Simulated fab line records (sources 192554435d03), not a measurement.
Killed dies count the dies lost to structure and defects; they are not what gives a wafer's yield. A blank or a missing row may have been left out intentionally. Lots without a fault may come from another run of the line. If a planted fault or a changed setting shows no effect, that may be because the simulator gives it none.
Split-lot experiment    flow n5_finfet    21 wafers read across 7 lots, on a route 1938 steps long

== THE SPLIT ITSELF ==
At N5_MIM_BOT_LITHO_EXPOSE_05 (exposes mask MIM BOT), the setting dose_mj was moved away from the recipe's 24.25 on 6 of the 21 wafers read, by -6.5% to +3.4%. For the rest of the wafers, this setting stayed at what the recipe calls for.

== FROM THE SPLIT TO THE READING: what the file shows between them, 3 steps ==
- N5_MIM_BOT_LITHO_PEB_06
- N5_MIM_BOT_LITHO_DEVELOP_07: develop time 60 s
- N5_MIM_BOT_LITHO_HARDBAKE_09: time 120 s

== THE READING ==
At N5_MIM_BOT_LITHO_CD_MEAS_08: cd_nm in nanometres, against a target cd of 3000 nm. Typical for fault-free wafers on this fab line: 3001.3 nm, with standard deviation 2.1 nm.

wafer   tool, chamber at the split  dose_mj as run  against the recipe  cd_nm, nm  against lot-mates on the recipe
L081.1  krf_scanner-01, 0           24.25           recipe              2999.0     -
L081.2  krf_scanner-01, 0           24.25           recipe              3001.8     -
L081.4  krf_scanner-01, 0           24.25           recipe              3000.0     -
L083.1  krf_scanner-02, 0           24.25           recipe              3001.4     -
L083.2  krf_scanner-02, 0           24.25           recipe              3002.1     -
L083.5  krf_scanner-02, 0           24.25           recipe              3002.6     -
L084.1  krf_scanner-02, 0           24.25           recipe              3002.3     -
L084.5  krf_scanner-02, 0           24.25           recipe              3003.5     -
L084.6  krf_scanner-02, 0           24.25           recipe              3002.4     -
L086.2  krf_scanner-02, 0           23.2            -4.3%               2993.6     -7.0
L086.3  krf_scanner-02, 0           23.2            -4.3%               2990.5     -10.1
L086.4  krf_scanner-02, 0           24.25           recipe              3000.6     -
L088.1  krf_scanner-02, 0           24.25           recipe              3003.1     -
L088.3  krf_scanner-02, 0           25.08           +3.4%               3009.7     +6.6
L088.6  krf_scanner-02, 0           25.08           +3.4%               3007.4     +4.3
L093.1  krf_scanner-02, 0           24.25           recipe              3000.9     -
L093.3  krf_scanner-02, 0           24.25           recipe              3002.4     -
L093.5  krf_scanner-02, 0           22.68           -6.5%               2990.8     -10.8
L091.4  krf_scanner-01, 0           24.25           recipe              3001.8     -
L091.5  krf_scanner-01, 0           24.25           recipe              3000.2     -
L091.6  krf_scanner-01, 0           23.53           -3.0%               2996.7     -4.3

THE FIT
A straight line over all 21 wafers: cd_nm changes by +1.93 nm for each +1% of dose_mj; r = +0.96; the points scatter about the line by 1.4 nm.
The same after taking each lot's own level away (the mean of its wafers on the recipe; 21 wafers): +1.73 nm for each +1%; r = +0.97; scatter 1 nm.
On that fit, the largest move of dose_mj shifts the reading by 11 nm.
Across the lots, their own levels run from 3000.27 to 3003.10 nm, a range of 1.3 times the standard deviation given above.
Hence the slope depends on the lot-to-lot level, as the two fits are not the same.
Check: -11.6 nm against its lot-mates is what the line predicts for one of the wafers moved furthest among these (-6.5%) when that wafer is left out of the fit. Against them it came out at -10.8 nm.

== FURTHER SPLITS ON THESE WAFERS ==
Other splits were also applied to these wafers ahead of the reading. Each is held against what the fit with the lots' levels taken away leaves over:
other split on the same wafers     wafers away from the commonest value  r with cd_nm (lot level and that fit taken away)
N5_BEOL_M11_VIA_ETCH_34 time_s     6                                     +0.12
N5_BEOL_M11_TRENCH_ETCH_37 time_s  9                                     -0.12
N5_BEOL_M13_TRENCH_ETCH_34 time_s  5                                     -0.26
N5_BEOL_M13_SPUTTER_45 time_s      12                                    +0.10
N5_BEOL_M15_PEB_26 peb_time_s      6                                     -0.04

== THE FILE'S OWN FIT ==
cd_nm changes by +1.71 nm for each +1% of dose_mj, r = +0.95.
